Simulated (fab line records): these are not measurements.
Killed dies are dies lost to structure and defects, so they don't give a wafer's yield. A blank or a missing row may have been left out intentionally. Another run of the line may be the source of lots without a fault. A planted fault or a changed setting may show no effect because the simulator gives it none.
fab line records -- flow n5Finfet
record lots=7, wafers=15, lastDay=18
route steps=1938 shown BEOL_M1@825 BEOL_M2@841
lots untouched by any fault: they come from a run of this same line in which no faults occurred
startH: hours from the record's first day to the start of the lot's first wafer shown -- waitH: hours since the lot's step before -- " repeats the value in the row above -- L1.1+2: a single row standing in for several wafers -- - either no value or no given start -- * or withheld: withheld -- < > ~ a bound
route shown NAME@n: NAME is a module with steps in the file, n the number in the route of the first one -- usual: the fault-free wafers' mean and standard deviation -- same: alike in all rows -- chamber/n: place in a boat -- sites: each site's reading -- _std_site: standard deviation across them -- _edge_site: mean of outer sites minus mean of inner sites -- radiusMm: for every site, how far away it sits from the centre of the wafer -- mask NAME#n: copy n -- behind: the tool/chamber that last shaped the wafer -- hold: why the lot went on hold/how many hours it stayed there/how the hold came to an end -- device: the transistor (n, p or np) that didn't switch -- end of line: the tests these same wafers got at the end of their route -- for a step that has no rows: nothing shown but its recipe -- killed: the dies lost at the first sort to structure and to defects; this is not the yield of the wafer -- map: shows each die of a wafer: x if killed, . if not, _ if none is there
set.NAME: the run value of the setting; set.NAME@STEP: its run value at that earlier step -- model.NAME: the simulator's own value behind a step, which no gauge read
certain route steps with their lots: each step a table, each wafer a row
services: when a tool's chamber went out of use (startH, in hours from the record's first day, below 0 if earlier), for how many hours, and the reason
## steps
# step N5_BEOL_M1_ANNEAL_91
# recipe tempC=400, timeS=240, ambient=vacuum
# step N5_BEOL_M1_SPUTTER_92
# recipe material=Cu, targetThkA=45, tempC=-20, chamberPressurePa=0.07, powerW=withheld, timeS=8.29
# step N5_BEOL_M1_ANNEAL_93
# recipe tempC=400, timeS=240, ambient=vacuum
# usual heaterPowerW=815/97, susceptorTempC=400.02/0.18
lot.wafer,tool,chamber,startH,waitH,heaterPowerW,susceptorTempC
L231.1,pvdSputter-01,-,155.66,0.0,949,400.31
L231.2,pvdSputter-01,-,155.66,0.0,700,400.23
L231.5,pvdSputter-01,-,155.66,0.0,932,400.09
L239.2,pvdSputter-01,-,200.78,0.0,933,399.77
L239.3,pvdSputter-01,-,200.78,0.0,927,400.03
L239.6,pvdSputter-01,-,200.78,0.0,932,399.92
L243.5,pvdSputter-03,-,231.16,0.1,819,400.00
L245.4,pvdSputter-03,-,238.06,0.0,853,399.98
L244.5,pvdSputter-01,-,245.40,0.1,706,400.40
L249.3,pvdSputter-01,-,258.93,0.0,593,399.85
L249.4,pvdSputter-01,-,258.93,0.0,728,400.01
L249.6,pvdSputter-01,-,258.93,0.0,967,399.63
L250.2,pvdSputter-01,-,286.11,0.0,606,399.94
L250.3,pvdSputter-01,-,286.11,0.0,716,400.23
L250.5,pvdSputter-01,-,286.11,0.0,906,400.13
# step N5_BEOL_M1_SPUTTER_94
# recipe material=Cu, targetThkA=45, tempC=-20, chamberPressurePa=0.07, powerW=withheld, timeS=8.29
# usual chuckSensorTempC=-16.1/0.53, susceptorTempC=-20.00/0.11, throttleValvePct=30.1/1
lot.wafer,tool,chamber,startH,waitH,chuckSensorTempC,susceptorTempC,throttleValvePct
L231.1,pvdSputter-01,-,155.80,0.1,-16.2,-20.14,29.4
L231.2,pvdSputter-01,-,155.80,0.1,-16.1,-20.08,31.9
L231.5,pvdSputter-01,-,155.80,0.1,-16.4,-19.91,29.6
L239.2,pvdSputter-01,-,200.92,0.1,-16.3,-20.01,29.5
L239.3,pvdSputter-01,-,200.92,0.1,-16.2,-19.92,29.6
L239.6,pvdSputter-01,-,200.92,0.1,-16.2,-19.99,29.5
L243.5,pvdSputter-03,-,231.27,0.0,-16.4,-20.18,31.3
L245.4,pvdSputter-03,-,238.20,0.1,-16.3,-19.93,31.0
L244.5,pvdSputter-01,-,245.51,0.0,-16.0,-20.07,32.2
L249.3,pvdSputter-01,-,259.07,0.1,-15.3,-19.90,30.3
L249.4,pvdSputter-01,-,259.07,0.1,-16.1,-19.74,31.8
L249.6,pvdSputter-01,-,259.07,0.1,-16.4,-20.05,29.9
L250.2,pvdSputter-01,-,286.25,0.1,-15.5,-19.91,30.0
L250.3,pvdSputter-01,-,286.25,0.1,-16.3,-20.07,31.8
L250.5,pvdSputter-01,-,286.25,0.1,-16.4,-20.21,29.7
# step N5_BEOL_M1_ANNEAL_95
# recipe tempC=400, timeS=240, ambient=vacuum
# usual heaterPowerW=816/97, susceptorTempC=399.97/0.23
lot.wafer,tool,chamber,startH,waitH,heaterPowerW,susceptorTempC
L231.1,pvdSputter-01,-,155.88,0.0,937,399.88
L231.2,pvdSputter-01,-,155.88,0.0,703,400.12
L231.5,pvdSputter-01,-,155.88,0.0,933,399.94
L239.2,pvdSputter-01,-,201.00,0.0,956,399.84
L239.3,pvdSputter-01,-,201.00,0.0,945,400.29
L239.6,pvdSputter-01,-,201.00,0.0,898,400.18
L243.5,pvdSputter-03,-,231.38,0.1,841,400.01
L245.4,pvdSputter-03,-,238.28,0.0,824,399.94
L244.5,pvdSputter-01,-,245.62,0.1,699,400.11
L249.3,pvdSputter-01,-,259.15,0.0,633,400.04
L249.4,pvdSputter-01,-,259.15,0.0,710,400.12
L249.6,pvdSputter-01,-,259.15,0.0,918,400.13
L250.2,pvdSputter-01,-,286.33,0.0,609,400.05
L250.3,pvdSputter-01,-,286.33,0.0,706,399.90
L250.5,pvdSputter-01,-,286.33,0.0,938,399.99
# step N5_BEOL_M1_SPUTTER_96
# recipe material=Cu, targetThkA=45, tempC=-20, chamberPressurePa=0.07, powerW=withheld, timeS=8.29
# step N5_BEOL_M1_ECD_50
# recipe material=Cu, targetThkA=3000
# step N5_BEOL_M1_ANNEAL_51
# recipe tempC=225, timeS=90, ambient=N2
# step N5_BEOL_M1_CMP_52
# recipe stopOn=SiOC, tOverpolishS=6.8, downForcePsi=1, platenRpm=50, clearingPlatenDownForcePsi=1.5, clearingPlatenRpm=50, postCmpClean=cuAlkaline, targetThkNm=40, clearingPlatenPadVelocityMS=0.99484, padVelocityMS=0.99484
# step N5_BEOL_M1_THK_MEAS_53
# recipe thkMeasGauge=xrf, reads=Cu_of_BEOL_M1_ECD_50
# usual M1_THK=40.3/1.3
lot.wafer,tool,chamber,startH,waitH,M1_THK[nm]
L231.1,filmMetro-02,-,156.81,-,37.7
L231.2,filmMetro-02,-,156.81,-,39.1
L231.5,filmMetro-02,-,156.81,-,39.0
L239.2,filmMetro-01,-,202.06,-,41.0
L239.3,filmMetro-01,-,202.06,-,40.8
L239.6,filmMetro-01,-,202.06,-,42.0
L243.5,filmMetro-02,-,232.71,-,41.9
L245.4,filmMetro-02,-,239.21,-,41.4
L244.5,filmMetro-01,-,246.48,-,42.2
L249.3,filmMetro-01,-,260.07,-,39.3
L249.4,filmMetro-01,-,260.07,-,40.1
L249.6,filmMetro-01,-,260.07,-,41.4
L250.2,filmMetro-01,-,287.26,-,39.6
L250.3,filmMetro-01,-,287.26,-,38.4
L250.5,filmMetro-01,-,287.26,-,41.8
# step N5_BEOL_M1_PRE_CLEAN_60
# recipe gas=NH3/H2, timeS=15, tempC=*, rfPowerW=300
# step N5_BEOL_M1_CO_CAP_55
# recipe material=Co, targetThkA=20, tempC=200, precursor=CCTBA/H2, pressureTorr=30, timeS=102.1
# step N5_BEOL_M1_PRE_CLEAN_56
# recipe gas=NH3, timeS=15, tempC=withheld, rfPowerW=300
lot.wafer,tool,chamber,startH,waitH
L231.1+2+5,pecvd-01,"0,1,1",156.98,0.1
L239.2+3+6,pecvd-04,"0,1,2",202.42,0.1
L243.5,pecvd-01,2,232.88,0.0
L245.4,pecvd-01,2,239.39,0.0
L244.5,pecvd-01,2,246.65,0.0
L249.3+4+6,pecvd-02,"1,0,1",260.26,0.1
L250.2+3+5,pecvd-02,"0,1,1",287.42,0.1
# step N5_BEOL_M1_DEP_57
# recipe material=SiCN, targetThkA=80, tempC=withheld, precursor=3MS/NH3, pressureTorr=3, rfW=202, timeS=14
# usual showerheadPlenumPTorr=3.663/0.01, throttleValvePct=9.1/0.61
lot.wafer,tool,chamber,startH,waitH,showerheadPlenumPTorr,throttleValvePct
L231.1,pecvd-01,0,157.00,0.0,3.655,8.7
L231.2,pecvd-01,1,157.00,0.0,3.675,9.4
L231.5,pecvd-01,1,157.00,0.0,3.671,9.2
L239.2,pecvd-04,0,202.44,0.0,3.670,10.5
L239.3,pecvd-04,1,202.44,0.0,3.666,8.7
L239.6,pecvd-04,2,202.44,0.0,3.647,8.5
L243.5,pecvd-01,2,232.91,0.0,3.669,9.0
L245.4,pecvd-01,2,239.42,0.0,3.657,8.8
L244.5,pecvd-01,2,246.68,0.0,3.664,8.7
L249.3,pecvd-02,1,260.28,0.0,3.649,9.4
L249.4,pecvd-02,0,260.28,0.0,3.656,10.4
L249.6,pecvd-02,1,260.28,0.0,3.655,9.3
L250.2,pecvd-02,0,287.45,0.0,3.648,10.4
L250.3,pecvd-02,1,287.45,0.0,3.650,9.6
L250.5,pecvd-02,1,287.45,0.0,3.653,9.4
# step N5_BEOL_M1_RS_MEAS_58
# recipe thkMeasGauge=four-point-probe, reads=Co_of_BEOL_M1_CO_CAP_55+Cu_of_BEOL_M1_ECD_50+Co_of_BEOL_M1_CVD_47+TaN_of_BEOL_M1_ALD_84
# usual M1_RS=0.671/0.028
lot.wafer,tool,chamber,startH,waitH,M1_RS[ohm/sq]
L231.1,filmMetro-01,-,157.07,0.0,0.734
L231.2,filmMetro-01,-,157.07,0.0,0.698
L231.5,filmMetro-01,-,157.07,0.0,0.700
L239.2,filmMetro-02,-,202.51,0.1,0.655
L239.3,filmMetro-02,-,202.51,0.1,0.662
L239.6,filmMetro-02,-,202.51,0.1,0.636
L243.5,filmMetro-02,-,232.97,0.0,0.634
L245.4,filmMetro-02,-,239.49,0.0,0.651
L244.5,filmMetro-02,-,246.74,0.0,0.635
L249.3,filmMetro-02,-,260.35,0.1,0.693
L249.4,filmMetro-02,-,260.35,0.1,0.676
L249.6,filmMetro-02,-,260.35,0.1,0.646
L250.2,filmMetro-02,-,287.52,0.1,0.686
L250.3,filmMetro-02,-,287.52,0.1,0.714
L250.5,filmMetro-02,-,287.52,0.1,0.643
# step N5_BEOL_M1_INSPECT_59
# recipe inspectInstrument=darkfield, mode=postDep
# usual rawDefectCount=61/18
lot.wafer,tool,chamber,startH,waitH,rawDefectCount
L231.1,defectInspect-02,-,157.09,0.0,65
L231.2,defectInspect-02,-,157.09,0.0,47
L231.5,defectInspect-02,-,157.09,0.0,49
L239.2,defectInspect-02,-,202.54,0.0,60
L239.3,defectInspect-02,-,202.54,0.0,49
L239.6,defectInspect-02,-,202.54,0.0,95
L243.5,defectInspect-02,-,232.99,0.0,614
L245.4,defectInspect-01,-,239.51,0.0,602
L244.5,defectInspect-01,-,246.76,0.0,571
L249.3,defectInspect-02,-,260.37,0.0,54
L249.4,defectInspect-02,-,260.37,0.0,40
L249.6,defectInspect-02,-,260.37,0.0,40
L250.2,defectInspect-01,-,287.54,0.0,49
L250.3,defectInspect-01,-,287.54,0.0,43
L250.5,defectInspect-01,-,287.54,0.0,51
# step N5_BEOL_M2_ILD_DEP_00
# recipe material=SiOC, targetThkA=790, tempC=350, precursor=DEMS/O2, pressureTorr=5, rfW=500, timeS=15.3
# step N5_BEOL_M2_THK_MEAS_01
# recipe reads=SiOC_of_BEOL_M2_ILD_DEP_00
# usual M2_ILD_THK=78.7/0.96
lot.wafer,tool,chamber,startH,waitH,M2_ILD_THK[nm]
L231.1,filmMetro-02,-,157.20,0.0,77.7
L231.2,filmMetro-02,-,157.20,0.0,77.7
L231.5,filmMetro-02,-,157.20,0.0,79.1
L239.2,filmMetro-01,-,202.64,0.1,77.3
L239.3,filmMetro-01,-,202.64,0.1,77.5
L239.6,filmMetro-01,-,202.64,0.1,79.2
L243.5,filmMetro-01,-,233.11,0.0,78.6
L245.4,filmMetro-02,-,239.62,0.0,78.3
L244.5,filmMetro-01,-,246.87,0.0,79.7
L249.3,filmMetro-02,-,260.48,0.1,78.7
L249.4,filmMetro-02,-,260.48,0.1,79.2
L249.6,filmMetro-02,-,260.48,0.1,78.8
L250.2,filmMetro-01,-,287.65,0.1,79.3
L250.3,filmMetro-01,-,287.65,0.1,79.0
L250.5,filmMetro-01,-,287.65,0.1,79.3
# step N5_BEOL_M2_PECVD_72
# recipe material=SiO2, targetThkA=160, tempC=400, precursor=TEOS/O2, pressureTorr=5.5, rfW=450, teosFlowSccm=53.8, gas=O2, flowSccm=3000, timeS=18
# usual heaterPowerW=760/96, showerheadPlenumPTorr=8.80/0.036, susceptorTempC=400.01/0.22, throttleValvePct=22.4/1.4
lot.wafer,tool,chamber,startH,waitH,heaterPowerW,showerheadPlenumPTorr,susceptorTempC,throttleValvePct
L231.1,pecvd-01,0,157.24,0.0,720,8.76,400.41,21.8
L231.2,pecvd-01,2,157.24,0.0,871,8.75,400.02,21.6
L231.5,pecvd-01,1,157.24,0.0,779,8.85,399.64,22.9
L239.2,pecvd-04,2,202.68,0.0,679,8.71,400.32,21.6
L239.3,pecvd-04,1,202.68,0.0,795,8.81,400.22,21.3
L239.6,pecvd-04,1,202.68,0.0,800,8.83,400.43,21.3
L243.5,pecvd-03,2,233.17,0.1,755,8.77,399.91,20.2
L245.4,pecvd-03,2,239.67,0.1,634,8.77,399.80,20.4
L244.5,pecvd-03,2,246.92,0.1,641,8.82,399.66,20.5
L249.3,pecvd-04,0,260.51,0.0,676,8.80,399.75,25.4
L249.4,pecvd-04,0,260.51,0.0,698,8.79,399.88,25.2
L249.6,pecvd-04,1,260.51,0.0,780,8.81,399.68,21.2
L250.2,pecvd-04,2,287.68,0.0,669,8.72,400.09,21.7
L250.3,pecvd-04,1,287.68,0.0,764,8.80,400.37,21.2
L250.5,pecvd-04,0,287.68,0.0,749,8.79,400.00,25.3
# step N5_BEOL_M2_HM_DEP_02
# recipe material=TiN, targetThkA=200, tempC=25, chamberPressurePa=0.49996
# step N5_BEOL_M2_COAT_61
# recipe resist=SOC, tempC=250, timeS=60, spinRpm=1500, resistThkNm=60
# step N5_BEOL_M2_COAT_62
# recipe resist=SiARC, tempC=220, timeS=60, spinRpm=1500, resistThkNm=12
# step N5_BEOL_M2_COAT_73
# recipe resist=underlayer, tempC=205, timeS=60, spinRpm=1500, resistThkNm=5
# step N5_BEOL_M2_COAT_05
# recipe resist=CAR-EUV, spinRpm=1500, resistThkNm=30
# step N5_BEOL_M2_EBR_07
# recipe solvent=PGMEA, ebrWidthMm=1.5
# step N5_BEOL_M2_SOFTBAKE_06
# recipe tempC=110, timeS=60, resist=CAR-EUV
# step N5_BEOL_M2_EXPOSE_08
# recipe maskId=M2, na=0.33, sourceShape=dipole, sigmaInner=0.369, sigmaOuter=0.767, polarization=unpolarized, doseMj=41.25
# step N5_BEOL_M2_PEB_09
# recipe pebTempC=100, pebTimeS=60, resist=CAR-EUV
# step N5_BEOL_M2_DEVELOP_10
# recipe developTimeS=30, developer=TMAH, resist=CAR-EUV, rinseLiquid=surfactantRinse, dry=airSpin, devTempC=23
# step N5_BEOL_M2_CD_MEAS_11
# recipe targetCdNm=16.79, landingEnergyEv=500, detector=seInlens, polarity=opening
# usual cdNm=16.79/0.24
lot.wafer,tool,chamber,startH,waitH,cdNm
L231.1,cdSem-01,0,158.31,-,16.58
L231.2,cdSem-01,0,158.31,-,16.89
L231.5,cdSem-01,0,158.31,-,16.73
L239.2,cdSem-02,0,207.41,-,16.40
L239.3,cdSem-02,0,207.41,-,16.34
L239.6,cdSem-02,0,207.41,-,16.63
L243.5,cdSem-02,0,236.28,-,16.54
L245.4,cdSem-03,0,240.23,-,16.86
L244.5,cdSem-01,0,247.63,-,17.06
L249.3,cdSem-02,0,261.93,-,16.59
L249.4,cdSem-02,0,261.93,-,16.43
L249.6,cdSem-02,0,261.93,-,16.59
L250.2,cdSem-01,0,289.31,-,16.93
L250.3,cdSem-01,0,289.31,-,16.46
L250.5,cdSem-01,0,289.31,-,16.40
# step N5_BEOL_M2_OVL_MEAS_12
# recipe pointsPerWafer=522
# usual M2_OVL=-0.3/0.7
lot.wafer,tool,chamber,startH,waitH,M2_OVL[nm]
L231.1,overlay-01,0,158.34,0.0,-1.1
L231.2,overlay-01,0,158.34,0.0,-0.5
L231.5,overlay-01,0,158.34,0.0,-0.4
L239.2,overlay-02,0,207.45,0.0,-0.4
L239.3,overlay-02,0,207.45,0.0,-1.1
L239.6,overlay-02,0,207.45,0.0,-0.5
L243.5,overlay-01,0,236.33,0.0,-1.2
L245.4,overlay-01,0,240.28,0.0,-1.9
L244.5,overlay-02,0,247.68,0.0,-1.1
L249.3,overlay-02,0,261.97,0.0,0.2
L249.4,overlay-02,0,261.97,0.0,1.0
L249.6,overlay-02,0,261.97,0.0,0.2
L250.2,overlay-02,0,289.34,0.0,0.1
L250.3,overlay-02,0,289.34,0.0,-0.3
L250.5,overlay-02,0,289.34,0.0,-0.8
# step N5_BEOL_M2_INSPECT_13
# recipe mode=adi, inspectInstrument=brightfield
# usual rawDefectCount=396/100
lot.wafer,tool,chamber,startH,waitH,rawDefectCount
L231.1,defectInspect-02,-,158.40,0.1,408
L231.2,defectInspect-02,-,158.40,0.1,431
L231.5,defectInspect-02,-,158.40,0.1,449
L239.2,defectInspect-01,-,207.50,0.0,365
L239.3,defectInspect-01,-,207.50,0.0,459
L239.6,defectInspect-01,-,207.50,0.0,378
L243.5,defectInspect-01,-,236.37,0.0,893
L245.4,defectInspect-02,-,240.32,0.0,853
L244.5,defectInspect-02,-,247.71,0.0,824
L249.3,defectInspect-01,-,262.02,0.0,323
L249.4,defectInspect-01,-,262.02,0.0,271
L249.6,defectInspect-01,-,262.02,0.0,553
L250.2,defectInspect-02,-,289.39,0.0,245
L250.3,defectInspect-02,-,289.39,0.0,270
L250.5,defectInspect-02,-,289.39,0.0,240
# step N5_BEOL_M2_DESCUM_16
# recipe chemistry=O2, timeS=7, sourcePowerW=50, biasPowerW=20, pressureMtorr=20, rfFrequencyHz=2.712e+07, tempC=40, resist=CAR-EUV, o2FlowSccm=225
## services
tool,chamber,startH,hours,kind
pecvd-01,1,132.46,12.5,repair
pecvd-02,1,133.92,2.1,scheduledDown
pecvd-01,2,144.48,5.0,scheduledDown
pecvd-02,-,146.23,95.5,repair
pecvd-04,0,166.73,2.1,scheduledDown
pecvd-01,0,168.39,5.5,scheduledDown
pecvd-03,2,202.38,-,clean
pecvd-03,2,202.38,-,consumableReplace:showerhead
pecvd-03,2,202.38,29.0,scheduledDown
pecvd-03,2,202.38,29.0,ventCycle
pecvd-04,0,228.16,5.5,scheduledDown
pecvd-03,-,259.47,5.5,pm
pvdSputter-03,-,271.86,1.3,repair
## key
firstSign step=N5_BEOL_M1_INSPECT_59, reading=rawDefectCount, direction=up, sigmas=30, usual=61, struck=596
effect step=N5_BEOL_M2_INSPECT_13, reading=rawDefectCount, direction=up, sigmas=4.6, usual=396, struck=857
metAt N5_BEOL_M1_PRE_CLEAN_56
struckWafers L243.5,L244.5,L245.4
rowsEnd L243.5,L244.5,L245.4
alsoFits N5_BEOL_M1_DEP_57:pecvd-01
fault kind=chamberParticleSource, tool=pecvd-01, chamber=2, onsetH=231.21, steps=N5_BEOL_M1_PRE_CLEAN_56, ratePerVisitCm2=0.8493
# rowsEnd: these wafers met a further fault down the route, and their rows from its step on are left out
